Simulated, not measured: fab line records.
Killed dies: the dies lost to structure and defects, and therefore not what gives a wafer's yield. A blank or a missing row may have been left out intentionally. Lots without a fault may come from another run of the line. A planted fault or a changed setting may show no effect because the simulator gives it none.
fab line records	flow n5-finfet
record: lots: 7	wafers: 21	last-day: 16
route steps=1938 shown BEOL_M2@869 BEOL_M4@1111 PASSIVATION@1936
lots untouched by any fault: they come from a run of this same line in which no faults occurred
start-h: hours from the record's opening day to when the first of the lot's shown wafers began	wait-h: how many hours have passed since the lot's step before this one	" unchanged from the row above	L1.1+2: several wafers, shown together as one row	- either no value or no given start	* or withheld: withheld	< > ~ a bound
route shown NAME@n: names a module that has steps shown in the file, with the first one's number in the route	usual: mean and standard deviation over wafers with no fault	same: alike in all rows	chamber/n: place in a boat	sites: the reading at each site	_std_site: standard deviation across them	_edge_site: outer sites' mean less inner sites'	radius-mm: how far each site lies from the wafer's centre	mask NAME#n: copy n	behind: the most recent tool/chamber to have shaped the wafer	hold: reason for holding the lot/hours on hold/outcome of the hold	device: whichever transistor did not switch (one of n, p or np)	end of line: tests of these same wafers at the route's end	where a step has no rows: the recipe by itself	killed: count of dies lost to structure and defects at first sort (not the wafer's yield)	map: the dies of a wafer, with x for killed, . for not killed, _ for no die there
set.NAME: the setting as run; set.NAME@STEP: as run at that earlier step	model.NAME: the simulator's own value behind a step, which no gauge read
lots seen at some steps along the route; tables by step, rows by wafer
services: from which hour (start-h, from the record's first day; less than 0 if before it) a tool's chamber was out of use, for how many hours, and why
== steps ==
step: N5_BEOL_M2_COAT_76
recipe: resist: underlayer	temp-c: 205	time-s: 60	spin-rpm: 1500	resist-thk-nm: 5
step: N5_BEOL_M2_COAT_22
recipe: resist: CAR-EUV	spin-rpm: 1500	resist-thk-nm: 30
step: N5_BEOL_M2_EBR_24
recipe: solvent: PGMEA	ebr-width-mm: 1.5
step: N5_BEOL_M2_SOFTBAKE_23
recipe: temp-c: 110	time-s: 60	resist: CAR-EUV
step: N5_BEOL_M2_EXPOSE_25
recipe: mask-id: V1	na: 0.33	source-shape: quasar	sigma-inner: 0.2	sigma-outer: 0.8	polarization: unpolarized	defocus-nm: 5	dose-mj: 63
step: N5_BEOL_M2_PEB_26
recipe: peb-temp-c: 100	peb-time-s: 60	resist: CAR-EUV
step: N5_BEOL_M2_DEVELOP_27
recipe: develop-time-s: 30	developer: TMAH	resist: CAR-EUV	rinse-liquid: surfactant-rinse	dry: air-spin	dev-temp-c: 23
step: N5_BEOL_M2_CD_MEAS_28
recipe: target-cd-nm: 26.2	landing-energy-ev: 500	detector: se-inlens	target-cd-y-nm: 24.1	polarity: opening
usual: cd-nm: 26.23/0.25
lot.wafer	tool	chamber	start-h	wait-h	cd-nm
L710.1	cd-sem-01	0	173.92	-	26.07
L710.3	"	0	"	"	26.22
L710.5	"	0	"	"	26.66
L713.1	cd-sem-01	0	187.53	-	26.58
L713.2	"	0	"	"	25.99
L713.6	"	0	"	"	26.16
L714.1	cd-sem-03	0	197.11	-	26.21
L714.3	"	0	"	"	26.09
L714.5	"	0	"	"	26.13
L719.1	cd-sem-01	0	225.44	-	26.35
L719.3	"	0	"	"	26.14
L719.6	"	0	"	"	26.11
L718.4	cd-sem-02	0	229.80	-	26.09
L718.5	"	0	"	"	25.81
L718.6	"	0	"	"	26.05
L720.1	cd-sem-03	0	234.39	-	26.81
L720.4	"	0	"	"	26.36
L720.5	"	0	"	"	26.28
L721.1	cd-sem-03	0	237.76	-	26.34
L721.4	"	0	"	"	26.55
L721.5	"	0	"	"	26.27
step: N5_BEOL_M2_OVL_MEAS_29
recipe: points-per-wafer: 522
usual: V1_OVL: 0.9/0.65
lot.wafer	tool	chamber	start-h	wait-h	V1_OVL[nm]
L710.1	overlay-01	0	173.95	0.0	0.1
L710.3	"	0	"	"	1.2
L710.5	"	0	"	"	2.1
L713.1	overlay-02	0	187.56	0.0	0.9
L713.2	"	0	"	"	-0.3
L713.6	"	0	"	"	-0.2
L714.1	overlay-01	0	197.14	0.0	1.4
L714.3	"	0	"	"	1.1
L714.5	"	0	"	"	-0.3
L719.1	overlay-02	0	225.47	0.0	0.2
L719.3	"	0	"	"	0.6
L719.6	"	0	"	"	-0.2
L718.4	overlay-01	0	229.84	0.0	1.0
L718.5	"	0	"	"	0.7
L718.6	"	0	"	"	1.4
L720.1	overlay-02	0	234.42	0.0	0.1
L720.4	"	0	"	"	0.5
L720.5	"	0	"	"	0.9
L721.1	overlay-02	0	237.79	0.0	1.9
L721.4	"	0	"	"	0.7
L721.5	"	0	"	"	1.0
step: N5_BEOL_M2_INSPECT_30
recipe: mode: adi	inspect-instrument: brightfield
usual: raw-defect-count: 413/79
lot.wafer	tool	chamber	start-h	wait-h	raw-defect-count
L710.1	defect-inspect-02	-	174.01	0.1	380
L710.3	"	-	"	"	385
L710.5	"	-	"	"	351
L713.1	defect-inspect-02	-	187.62	0.1	375
L713.2	"	-	"	"	408
L713.6	"	-	"	"	385
L714.1	defect-inspect-02	-	197.20	0.1	316
L714.3	"	-	"	"	424
L714.5	"	-	"	"	535
L719.1	defect-inspect-02	-	225.53	0.1	540
L719.3	"	-	"	"	441
L719.6	"	-	"	"	386
L718.4	defect-inspect-02	-	229.88	0.0	448
L718.5	"	-	"	"	439
L718.6	"	-	"	"	393
L720.1	defect-inspect-01	-	234.47	0.1	435
L720.4	"	-	"	"	432
L720.5	"	-	"	"	576
L721.1	defect-inspect-02	-	237.85	0.1	477
L721.4	"	-	"	"	341
L721.5	"	-	"	"	353
step: N5_BEOL_M2_DESCUM_33
recipe: chemistry: O2	time-s: 7	source-power-w: 50	bias-power-w: 20	pressure-mtorr: 20	rf-frequency-hz: 2.712e+07	temp-c: 40	resist: CAR-EUV	o2-flow-sccm: 225
usual: drypump-motor-current-A: 5.6/0.34	oes-product-au: 0.77/0.09	rf-vpp-V: 243.4/1.3	showerhead-plenum-p-Torr: 2.11/0.065	throttle-valve-pct: 20.40/0.29
same: time-s: 7
lot.wafer	tool	chamber	start-h	wait-h	drypump-motor-current-A	oes-product-au	rf-hours-counter-h	rf-vpp-V	showerhead-plenum-p-Torr	throttle-valve-pct
L710.1	rie-diel-03	0	174.06	0.1	5.9	0.74	175	245.1	2.18	20.25
L710.3	"	3	"	"	5.7	0.81	111	242.2	1.99	19.82
L710.5	"	3	"	"	5.7	0.81	-	242.2	1.99	19.83
L713.1	rie-diel-03	2	187.89	0.3	5.0	0.74	182	242.0	2.10	20.41
L713.2	"	1	"	"	5.7	0.85	63	242.0	2.11	20.18
L713.6	"	1	"	"	5.7	0.85	-	243.1	2.11	20.18
L714.1	rie-diel-05	1	197.24	0.0	5.6	0.73	197	243.8	2.16	20.47
L714.3	"	0	"	"	5.4	0.74	194	243.7	2.15	20.75
L714.5	"	1	"	"	5.6	0.72	-	244.1	2.16	20.46
L719.1	rie-diel-05	3	226.52	1.0	6.5	0.98	6	245.4	2.25	20.29
L719.3	"	0	"	"	5.4	0.74	203	245.4	2.15	20.77
L719.6	"	1	"	"	5.6	0.72	-	244.0	2.15	20.47
L718.4	rie-diel-05	1	229.92	0.0	5.6	0.73	209	244.4	2.15	20.49
L718.5	"	3	"	"	6.5	0.97	-	245.8	2.25	20.32
L718.6	"	0	"	"	5.4	0.74	-	243.3	2.15	20.78
L720.1	rie-diel-05	0	234.51	0.0	5.4	0.74	206	243.9	2.15	20.76
L720.4	"	2	"	"	5.2	0.70	232	244.2	2.15	20.75
L720.5	"	1	"	"	5.6	0.73	-	243.6	2.15	20.47
L721.1	rie-diel-03	1	237.88	0.0	5.7	0.82	84	242.6	2.10	20.21
L721.4	"	3	"	"	5.7	0.78	138	241.4	1.98	19.88
L721.5	"	0	"	"	5.9	0.72	-	244.7	2.17	20.30
step: N5_BEOL_M2_ETCH_77
recipe: chemistry: N2/H2	target: underlayer	target-depth-a: 65	mask-material: CAR-EUV	time-s: 5.2	ion-energy-ev: 200	pressure-mtorr: 30	source-w: 840	bias-w: 150	n2-flow-sccm: 200	h2-flow-sccm: 200	ends: cleared
usual: bias-w: 150.0/0.44	drypump-motor-current-A: 5.6/0.34	etch-rf-on-time-s: 5.20/0.15	n2-flow-sccm: 200.0/0.62	oes-product-au: 0.66/0.076	rf-vpp-V: 524.6/2.5	showerhead-plenum-p-Torr: 2.57/0.068	throttle-valve-pct: 17.9/0.3
lot.wafer	tool	chamber	start-h	wait-h	bias-w	drypump-motor-current-A	etch-rf-on-time-s	n2-flow-sccm	oes-product-au	rf-hours-counter-h	rf-vpp-V	showerhead-plenum-p-Torr	throttle-valve-pct
L710.1	rie-diel-03	0	174.10	0.0	149.5	5.9	5.41	200.6	0.63	175	526.3	2.64	17.6
L710.3	"	3	"	"	149.9	5.6	5.03	200.3	0.70	111	523.2	2.47	17.5
L710.5	"	3	"	"	149.6	5.7	5.04	200.2	0.70	-	520.9	2.47	17.5
L713.1	rie-diel-03	2	187.93	0.0	150.0	5.0	5.34	200.3	0.63	182	522.5	2.55	17.8
L713.2	"	1	"	"	150.0	5.7	5.26	198.7	0.71	63	523.3	2.58	17.8
L713.6	"	1	"	"	150.5	5.7	5.26	199.6	0.73	-	527.3	2.58	17.8
L714.1	rie-diel-05	1	197.27	0.0	149.9	5.6	5.30	199.5	0.63	197	526.3	2.60	17.7
L714.3	"	0	"	"	150.1	5.4	4.96	200.6	0.65	194	526.0	2.63	18.3
L714.5	"	1	"	"	149.7	5.6	5.39	200.9	0.63	-	526.5	2.60	17.7
L719.1	rie-diel-05	3	226.56	0.0	150.1	6.5	4.99	200.3	0.83	6	527.7	2.70	17.5
L719.3	"	0	"	"	149.0	5.4	5.06	200.9	0.63	203	527.3	2.63	18.3
L719.6	"	1	"	"	150.3	5.6	5.38	200.3	0.61	-	527.2	2.59	17.7
L718.4	rie-diel-05	1	229.95	0.0	150.7	5.6	5.34	200.5	0.60	209	526.8	2.59	17.8
L718.5	"	3	"	"	150.6	6.5	4.98	199.3	0.84	-	529.8	2.70	17.5
L718.6	"	0	"	"	150.8	5.5	5.04	199.7	0.64	-	527.2	2.63	18.3
L720.1	rie-diel-05	0	234.54	0.0	150.4	5.4	5.04	200.1	0.64	206	525.0	2.63	18.4
L720.4	"	2	"	"	149.2	5.2	5.41	200.0	0.59	232	525.7	2.63	18.4
L720.5	"	1	"	"	149.8	5.6	5.30	199.2	0.61	-	525.3	2.59	17.7
L721.1	rie-diel-03	1	237.92	0.0	150.6	5.7	5.16	200.2	0.69	84	525.7	2.57	17.8
L721.4	"	3	"	"	150.2	5.7	5.04	200.5	0.68	138	518.3	2.45	17.6
L721.5	"	0	"	"	150.5	5.9	5.32	201.0	0.62	-	526.8	2.63	17.7
step: N5_BEOL_M2_ETCH_69
recipe: chemistry: CF4	target: SiARC	target-depth-a: 156	mask-material: CAR-EUV	time-s: 26	ion-energy-ev: 80	pressure-mtorr: 40	source-w: 545	bias-w: 36	Ar_flow_sccm: 100	cf4-flow-sccm: 100	ends: cleared
usual: bias-w: 36.01/0.11	drypump-motor-current-A: 5.6/0.34	etch-rf-on-time-s: 26.1/0.77	oes-product-au: 0.66/0.076	rf-vpp-V: 184.3/1.1	showerhead-plenum-p-Torr: 2.16/0.061	throttle-valve-pct: 15.61/0.27
lot.wafer	tool	chamber	start-h	wait-h	bias-w	drypump-motor-current-A	etch-rf-on-time-s	oes-product-au	rf-hours-counter-h	rf-vpp-V	showerhead-plenum-p-Torr	throttle-valve-pct
L710.1	rie-diel-03	0	174.11	0.0	35.87	5.9	26.8	0.63	175	185.6	2.23	15.56
L710.3	"	3	"	"	36.04	5.6	25.1	0.70	111	182.7	2.06	15.25
L710.5	"	3	"	"	35.93	5.6	24.8	0.71	-	183.1	2.06	15.21
L713.1	rie-diel-03	2	187.94	0.0	35.94	5.0	26.5	0.62	182	185.5	2.14	15.52
L713.2	"	1	"	"	36.04	5.6	26.0	0.72	63	184.5	2.16	15.38
L713.6	"	1	"	"	36.11	5.7	26.1	0.71	-	184.6	2.16	15.37
L714.1	rie-diel-05	1	197.29	0.0	35.94	5.6	27.6	0.61	197	184.0	2.19	15.62
L714.3	"	0	"	"	35.95	5.4	25.7	0.65	194	184.9	2.21	15.94
L714.5	"	1	"	"	35.84	5.6	27.3	0.62	-	183.7	2.19	15.62
L719.1	rie-diel-05	3	226.58	0.0	31.95	6.5	26.4	0.81	6	171.6	2.29	15.38
L719.3	"	0	"	"	32.05	5.4	26.5	0.62	203	169.9	2.21	15.95
L719.6	"	1	"	"	31.91	5.6	28.1	0.60	-	171.2	2.19	15.64
L718.4	rie-diel-05	1	229.97	0.0	31.96	5.6	28.0	0.60	209	171.4	2.19	15.64
L718.5	"	3	"	"	31.75	6.5	25.9	0.82	-	173.1	2.29	15.39
L718.6	"	0	"	"	31.95	5.4	26.6	0.62	-	171.7	2.21	15.97
L720.1	rie-diel-05	0	234.56	0.0	31.86	5.4	26.7	0.61	206	170.5	2.21	15.98
L720.4	"	2	"	"	31.90	5.2	28.4	0.58	232	168.7	2.20	16.01
L720.5	"	1	"	"	31.82	5.6	28.3	0.60	-	171.3	2.19	15.64
L721.1	rie-diel-03	1	237.93	0.0	36.13	5.7	26.0	0.70	84	185.0	2.15	15.40
L721.4	"	3	"	"	35.95	5.7	25.0	0.68	138	181.5	2.06	15.28
L721.5	"	0	"	"	35.97	5.9	26.7	0.61	-	185.4	2.22	15.58
step: N5_BEOL_M2_ALD_98
recipe: material: SiO2	target-thk-a: 25	temp-c: 100	ald-precursor-family: BDEAS	ald-co-reactant: O2-plasma	pulse-time-s: 1	co-reactant-pulse-time-s: 1	purge-time-s: 2	co-reactant-purge-time-s: 2	ald-cycles: 17	pressure-torr: 2
usual: heater-power-w: 78/6.5	precursor-pulse-height-rel: 1.000/0.02
lot.wafer	tool	chamber	start-h	wait-h	heater-power-w	precursor-pulse-height-rel	since-wet-clean-h
L710.1	ald-sin-01	2	174.21	0.1	62	1.003	271
L710.3	"	0	"	"	87	1.005	271
L710.5	"	0	"	"	88	0.991	-
L713.1	ald-sin-01	3	188.13	0.2	68	1.022	285
L713.2	"	2	"	"	62	0.996	285
L713.6	"	3	"	"	68	1.009	-
L714.1	ald-sin-03	3	197.69	0.4	79	0.988	6
L714.3	"	1	"	"	84	1.003	6
L714.5	"	1	"	"	83	0.994	-
L719.1	ald-sin-02	3	226.66	0.1	82	1.032	219
L719.3	"	1	"	"	74	1.014	219
L719.6	"	0	"	"	73	1.016	-
L718.4	ald-sin-03	2	230.05	0.1	70	0.987	38
L718.5	"	3	"	"	79	0.989	-
L718.6	"	0	"	"	87	1.009	-
L720.1	ald-sin-03	1	234.69	0.1	82	1.013	43
L720.4	"	2	"	"	68	1.016	43
L720.5	"	0	"	"	90	0.998	-
L721.1	ald-sin-03	2	238.03	0.1	69	0.974	46
L721.4	"	3	"	"	81	1.001	46
L721.5	"	3	"	"	78	1.007	-
step: N5_BEOL_M4_RC_MEAS_101
usual: DIBL_N: 36.9/1.6	DIBL_P: 37.1/2	IOFF_N: 0.17/0.032	IOFF_P: 0.22/0.036	ION_N: 674/12	ION_P: 463/7.8	SS_N: 71.7/0.63	SS_P: 73.5/0.62	VT_N: 249/3.3	VT_P: -250/3.5
lot.wafer	tool	chamber	start-h	wait-h	DIBL_N[mV/V]	DIBL_P[mV/V]	IOFF_N[nA/um]	IOFF_P[nA/um]	ION_N[uA/um]	ION_P[uA/um]	SS_N[mV/dec]	SS_P[mV/dec]	VT_N[mV]	VT_P[mV]
L710.1	prober-01	0	209.36	0.0	37.5	38.3	0.19	0.25	687	464	72.7	73.7	247	-247
L710.3	"	0	"	"	34.8	36.2	0.14	0.22	675	467	70.9	72.7	251	-247
L710.5	"	0	"	"	38.2	39.9	0.22	0.29	694	478	72.5	74.2	244	-244
L713.1	prober-02	0	229.13	0.2	38.1	40.4	0.21	0.27	687	465	71.7	74.8	246	-247
L713.2	"	0	"	"	36.9	37.7	0.18	0.22	676	456	71.7	73.7	249	-251
L713.6	"	0	"	"	32.9	35.0	0.12	0.18	668	463	70.4	72.9	253	-250
L714.1	prober-01	0	237.91	0.0	38.6	38.7	0.21	0.22	707	470	72.0	73.9	245	-250
L714.3	"	0	"	"	40.1	38.8	0.23	0.22	685	459	72.5	74.1	245	-253
L714.5	"	0	"	"	36.4	35.9	0.16	0.18	676	456	71.3	73.2	246	-255
L719.1	prober-01	0	257.27	0.0	33.8	35.5	0.14	0.19	667	462	70.4	73.1	249	-250
L719.3	"	0	"	"	37.8	39.3	0.21	0.25	686	468	71.9	74.0	244	-246
L719.6	"	0	"	"	38.2	39.2	0.21	0.24	682	462	72.3	74.1	248	-248
L718.4	prober-02	0	272.70	0.5	34.6	34.5	0.12	0.18	653	456	70.9	73.5	254	-253
L718.5	"	0	"	"	36.0	35.1	0.13	0.19	670	458	71.5	73.3	252	-253
L718.6	"	0	"	"	36.4	35.8	0.14	0.19	661	450	71.5	73.2	254	-254
L720.1	prober-01	0	275.38	0.0	38.6	40.8	0.22	0.26	691	464	72.4	74.4	244	-247
L720.4	"	0	"	"	36.2	37.5	0.16	0.22	671	463	72.7	73.4	251	-250
L720.5	"	0	"	"	39.0	42.0	0.25	0.31	692	473	72.6	75.1	245	-248
L721.1	prober-02	0	279.26	0.0	34.9	34.5	0.14	0.17	662	455	71.2	73.0	253	-254
L721.4	"	0	"	"	37.1	38.1	0.17	0.23	676	464	72.1	73.4	250	-248
L721.5	"	0	"	"	36.3	37.7	0.17	0.22	679	470	72.4	73.2	249	-252
step: N5_PASSIVATION_PROBE_49
usual: defect-limited-yield: 90.9/1.6	killed_at_M0_to_M3: 34/11	killed_at_M4_up: 14/5.7	killed-at-contacts: 13/6.5	killed-at-front-end: 43/11	killed-at-other: 4/3.1	killed-dies: 107/19	killed-open: 71/14	killed-short: 35/7.9	sort_bin_5_function: 5.3/1.1	sort_bin_6_memory: 3.4/0.74	sort-n-pass: 1073/19	sort-yield-pct: 90.9/1.6
same: gross-dies: 1180	killed-at-back-side: 0	sort_bin_4_leakage[%]: 0	sort_bin_8_speed[%]: 0
lot.wafer	tool	chamber	start-h	wait-h	defect-limited-yield[%]	killed_at_M0_to_M3	killed_at_M4_up	killed-at-contacts	killed-at-front-end	killed-at-other	killed-dies	killed-open	killed-short	sort_bin_5_function[%]	sort_bin_6_memory[%]	sort-n-pass	sort-yield-pct[%]
L710.1	prober-01	-	314.90	0.0	91.4	28	9	14	48	2	101	61	38	4.7	3.4	1079	91.4
L710.3	prober-01	-	315.00	0.1	92.0	16	17	19	41	1	94	59	35	4.7	2.9	1086	92.0
L710.5	prober-01	-	315.10	0.2	90.6	18	16	9	63	5	111	75	36	5.5	3.4	1069	90.6
L713.1	prober-01	-	331.76	0.0	91.4	37	10	10	41	3	101	71	30	5.1	3.0	1079	91.4
L713.2	prober-01	-	331.81	0.1	93.0	32	17	11	19	4	83	54	28	4.2	2.5	1097	93.0
L713.6	prober-01	-	332.01	0.3	92.7	25	20	7	33	1	86	56	30	4.4	2.5	1094	92.7
L714.1	prober-01	-	336.64	0.0	92.7	22	7	19	36	2	86	51	33	4.3	2.3	1094	92.7
L714.3	prober-01	-	336.74	0.1	90.5	36	10	16	48	2	112	68	44	5.5	3.4	1068	90.5
L714.5	prober-01	-	336.84	0.2	90.9	34	21	14	36	2	107	70	37	6.2	2.5	1073	90.9
L719.1	prober-02	-	357.14	0.0	90.3	45	23	7	35	5	115	85	30	6.3	3.3	1065	90.3
L719.3	prober-02	-	357.24	0.1	91.7	30	23	18	24	3	98	66	30	4.2	3.7	1082	91.7
L719.6	prober-02	-	357.39	0.3	90.0	42	29	9	36	2	118	90	27	6.3	3.6	1062	90.0
L718.4	prober-01	-	370.28	0.2	91.7	25	13	4	47	9	98	56	42	4.5	3.3	1082	91.7
L718.5	prober-01	-	370.33	0.2	91.2	33	11	4	48	8	104	71	32	5.1	3.4	1076	91.2
L718.6	prober-01	-	370.38	0.3	91.8	27	11	18	33	8	97	68	28	5.4	2.5	1083	91.8
L721.1	prober-01	-	374.77	0.0	88.7	29	22	21	59	2	133	76	48	6.2	3.6	1047	88.7
L721.4	prober-01	-	374.92	0.2	93.1	13	17	8	37	7	82	54	28	3.9	2.7	1098	93.1
L721.5	prober-01	-	374.97	0.2	89.5	38	18	18	46	4	124	77	47	6.1	3.8	1056	89.5
L720.1	prober-02	-	380.24	0.8	90.8	24	11	8	66	0	109	73	34	5.3	3.1	1071	90.8
L720.4	prober-02	-	380.39	0.9	89.4	46	10	9	59	1	125	84	39	6.6	3.6	1055	89.4
L720.5	prober-02	-	380.44	1.0	89.7	37	19	12	50	3	121	80	41	6.4	3.5	1059	89.7
killed by level:class
L710.1 STI_FIN_REVEAL:geometric-particle:open=10 MOL_CONTACT_COAG:geometric-particle:open=9 BEOL_M0_SAQP:geometric-particle:short=9 FIN_SAQP:geometric-particle:open=7 BEOL_M0_SAQP:geometric-particle:open=7 GATE_CUT:geometric-particle:short=5 MOL_CONTACT_COAG:geometric-particle:short=5 STARTING-WAFER:geometric-particle:open=5
L710.3 MOL_CONTACT_COAG:geometric-particle:open=14 GATE_CUT:geometric-particle:short=10 BEOL_M4:geometric-particle:open=8 STI_FIN_REVEAL:geometric-particle:open=7 BEOL_M0_SAQP:geometric-particle:short=5 DUMMY_GATE:geometric-particle:open=5 MOL_CONTACT_COAG:geometric-particle:short=5 FIN_SAQP:geometric-particle:open=4
L710.5 FIN_SAQP:geometric-particle:open=13 STI_FIN_REVEAL:geometric-particle:open=13 MOL_CONTACT_COAG:geometric-particle:open=9 FIN_SAQP:geometric-particle:short=6 BEOL_M0_SAQP:geometric-particle:short=6 BEOL_M4:geometric-particle:open=6 STARTING-WAFER:geometric-particle:open=6 BEOL_M0_SAQP:geometric-particle:open=5
L713.1 BEOL_M2:geometric-particle:open=15 STI_FIN_REVEAL:geometric-particle:open=10 GATE_CUT:geometric-particle:short=10 MOL_CONTACT_COAG:geometric-particle:open=10 BEOL_M0_SAQP:geometric-particle:open=5 BEOL_M0_SAQP:geometric-particle:short=5 FIN_SAQP:geometric-particle:open=3 DUMMY_GATE:geometric-particle:open=3
L713.2 MOL_CONTACT_COAG:geometric-particle:open=9 BEOL_M4:geometric-particle:open=9 BEOL_M3:geometric-particle:open=8 BEOL_M0_SAQP:geometric-particle:short=6 GATE_CUT:geometric-particle:short=4 BEOL_M0_SAQP:geometric-particle:open=4 BEOL_M2:geometric-particle:open=4 BEOL_M0:geometric-particle:open=3
L713.6 BEOL_M0_SAQP:geometric-particle:short=9 STI_FIN_REVEAL:geometric-particle:open=9 MOL_CONTACT_COAG:geometric-particle:open=7 BEOL_M4:geometric-particle:open=7 BEOL_M6:geometric-particle:open=5 FIN_SAQP:geometric-particle:short=4 GATE_CUT:geometric-particle:open=4 STARTING-WAFER:geometric-particle:open=4
L714.1 MOL_CONTACT_COAG:geometric-particle:open=15 FIN_SAQP:geometric-particle:short=11 FIN_SAQP:geometric-particle:open=7 BEOL_M2:geometric-particle:open=7 BEOL_M0_SAQP:geometric-particle:short=4 MOL_CONTACT_COAG:geometric-particle:short=4 BEOL_M0_SAQP:geometric-particle:open=3 BEOL_M1:geometric-particle:open=3
L714.3 FIN_SAQP:geometric-particle:short=18 MOL_CONTACT_COAG:geometric-particle:open=15 BEOL_M0_SAQP:geometric-particle:short=15 FIN_SAQP:geometric-particle:open=12 DUMMY_GATE:geometric-particle:open=7 BEOL_M0_SAQP:geometric-particle:open=7 BEOL_M3:geometric-particle:open=5 STI_FIN_REVEAL:geometric-particle:open=4
L714.5 FIN_SAQP:geometric-particle:open=15 BEOL_M0_SAQP:geometric-particle:short=10 BEOL_M0_SAQP:geometric-particle:open=10 MOL_CONTACT_COAG:geometric-particle:short=8 BEOL_M4:geometric-particle:open=7 BEOL_M1:geometric-particle:open=7 MOL_CONTACT_COAG:geometric-particle:open=6 FIN_SAQP:geometric-particle:short=5
L719.1 BEOL_M4:geometric-particle:open=16 BEOL_M3:geometric-particle:open=15 DUMMY_GATE:geometric-particle:open=8 BEOL_M1:geometric-particle:open=8 FIN_SAQP:geometric-particle:short=7 MOL_CONTACT_COAG:geometric-particle:open=6 BEOL_M0_SAQP:geometric-particle:open=6 BEOL_M2:geometric-particle:open=6
L719.3 MOL_CONTACT_COAG:geometric-particle:open=14 BEOL_M4:geometric-particle:open=6 FIN_SAQP:geometric-particle:open=5 BEOL_M0_SAQP:geometric-particle:open=5 BEOL_M3:geometric-particle:open=5 MOL_CONTACT_COAG:geometric-particle:short=4 BEOL_M0_SAQP:geometric-particle:short=4 BEOL_M1:geometric-particle:short=4
L719.6 BEOL_M4:geometric-particle:open=19 FIN_SAQP:geometric-particle:open=12 BEOL_M3:geometric-particle:open=10 BEOL_M1:geometric-particle:open=9 MOL_CONTACT_COAG:geometric-particle:open=7 BEOL_M0_SAQP:geometric-particle:short=6 DUMMY_GATE:geometric-particle:open=5 BEOL_M0_SAQP:geometric-particle:open=5
L718.4 STI_FIN_REVEAL:geometric-particle:open=12 GATE_CUT:geometric-particle:short=8 BEOL_M0_SAQP:geometric-particle:short=8 DUMMY_GATE:geometric-particle:open=5 BEOL_M0_SAQP:geometric-particle:open=5 DUMMY_GATE:geometric-particle:short=4 MOL_CONTACT_COAG:geometric-particle:open=4 BEOL_M4:geometric-particle:open=4
L718.5 BEOL_M3:geometric-particle:open=14 STI_FIN_REVEAL:geometric-particle:open=9 BEOL_M1:geometric-particle:open=7 ILD0:geometric-particle:short=6 BEOL_M2:geometric-particle:open=6 PAD_METAL:geometric-particle:open=6 DUMMY_GATE:geometric-particle:open=5 GATE_CUT:geometric-particle:open=5
L718.6 MOL_CONTACT_COAG:geometric-particle:open=13 BEOL_M3:geometric-particle:open=13 STI_FIN_REVEAL:geometric-particle:open=8 FIN_SAQP:geometric-particle:open=7 GATE_CUT:geometric-particle:short=6 MOL_CONTACT_COAG:geometric-particle:short=5 PAD_METAL:geometric-particle:open=5 BEOL_M4:geometric-particle:open=4
L721.1 FIN_SAQP:geometric-particle:short=20 MOL_CONTACT_COAG:geometric-particle:open=16 FIN_SAQP:geometric-particle:open=11 HKMG_FIN:area-etch=8 BEOL_M2:geometric-particle:open=7 BEOL_M3:geometric-particle:open=7 BEOL_M4:geometric-particle:open=7 GATE_CUT:geometric-particle:short=5
L721.4 FIN_SAQP:geometric-particle:open=11 DUMMY_GATE:geometric-particle:open=7 MOL_CONTACT_COAG:geometric-particle:open=7 BEOL_M4:geometric-particle:open=7 FIN_SAQP:geometric-particle:short=5 GATE_CUT:geometric-particle:short=4 BEOL_M2:geometric-particle:open=4 BEOL_M0_SAQP:geometric-particle:short=3
L721.5 MOL_CONTACT_COAG:geometric-particle:open=13 FIN_SAQP:geometric-particle:short=12 GATE_CUT:geometric-particle:short=9 BEOL_M2:geometric-particle:open=9 BEOL_M0_SAQP:geometric-particle:open=8 BEOL_M0_SAQP:geometric-particle:short=8 BEOL_M4:geometric-particle:open=7 BEOL_M3:geometric-particle:open=6
L720.1 FIN_SAQP:geometric-particle:short=20 FIN_SAQP:geometric-particle:open=17 STI_FIN_REVEAL:geometric-particle:open=9 BEOL_M2:geometric-particle:open=8 BEOL_M4:geometric-particle:open=7 MOL_CONTACT_COAG:geometric-particle:open=7 BEOL_M0_SAQP:geometric-particle:open=7 STARTING-WAFER:geometric-particle:open=5
L720.4 STI_FIN_REVEAL:geometric-particle:open=17 BEOL_M2:geometric-particle:open=15 FIN_SAQP:geometric-particle:open=12 BEOL_M0_SAQP:geometric-particle:short=11 DUMMY_GATE:geometric-particle:open=9 MOL_CONTACT_COAG:geometric-particle:open=9 FIN_SAQP:geometric-particle:short=6 BEOL_M0_SAQP:geometric-particle:open=5
L720.5 STI_FIN_REVEAL:geometric-particle:open=17 DUMMY_GATE:geometric-particle:open=10 MOL_CONTACT_COAG:geometric-particle:open=9 BEOL_M4:geometric-particle:open=8 BEOL_M0_SAQP:geometric-particle:open=8 BEOL_M2:geometric-particle:open=8 STARTING-WAFER:geometric-particle:short=8 BEOL_M0_SAQP:geometric-particle:short=7
== services ==
tool	chamber	start-h	hours	kind
ald-sin-01	-	152.16	0.5	repair
rie-diel-05	0	157.23	1.9	repair
rie-diel-03	1	159.93	2.5	repair
rie-diel-05	-	161.75	14.6	pm
rie-diel-03	-	170.76	0.3	repair
ald-sin-03	-	177.74	14.0	pm
ald-sin-03	0	177.74	14.0	vent-cycle
ald-sin-03	1	177.74	14.0	vent-cycle
ald-sin-03	2	177.74	14.0	vent-cycle
ald-sin-03	3	177.74	14.0	vent-cycle
rie-diel-05	3	180.98	-	clean
rie-diel-05	3	180.98	-	consumable-replace:focus-ring
rie-diel-05	3	180.98	-	consumable-replace:showerhead
rie-diel-05	3	180.98	20.5	scheduled-down
rie-diel-05	3	180.98	20.5	vent-cycle
ald-sin-03	0	191.74	-	clean
ald-sin-03	1	191.74	-	clean
ald-sin-03	2	191.74	-	clean
ald-sin-03	3	191.74	-	clean
ald-sin-01	0	216.83	19.7	repair
ald-sin-02	0	230.63	4.4	repair
== key ==
first-sign: step: N5_BEOL_M2_ETCH_69	reading: bias-w	direction: down	sigmas: 38	usual: *	struck: *
effect: step: N5_BEOL_M2_ETCH_69	reading: rf-vpp-V	direction: down	sigmas: 12	usual: 184.3	struck: 171.0
met-at N5_BEOL_M2_ETCH_69
struck-wafers L718.4,L718.5,L718.6,L719.1,L719.3,L719.6,L720.1,L720.4,L720.5
onset-between 197.29 226.58
fault: kind: process-parameter-drift	tool: rie-diel-05	chamber: -	onset-h: 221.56	steps: N5_BEOL_M2_ETCH_69	channel: bias-w	offset: *	shape: step	end-h: 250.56	acts-in: *	stated: *
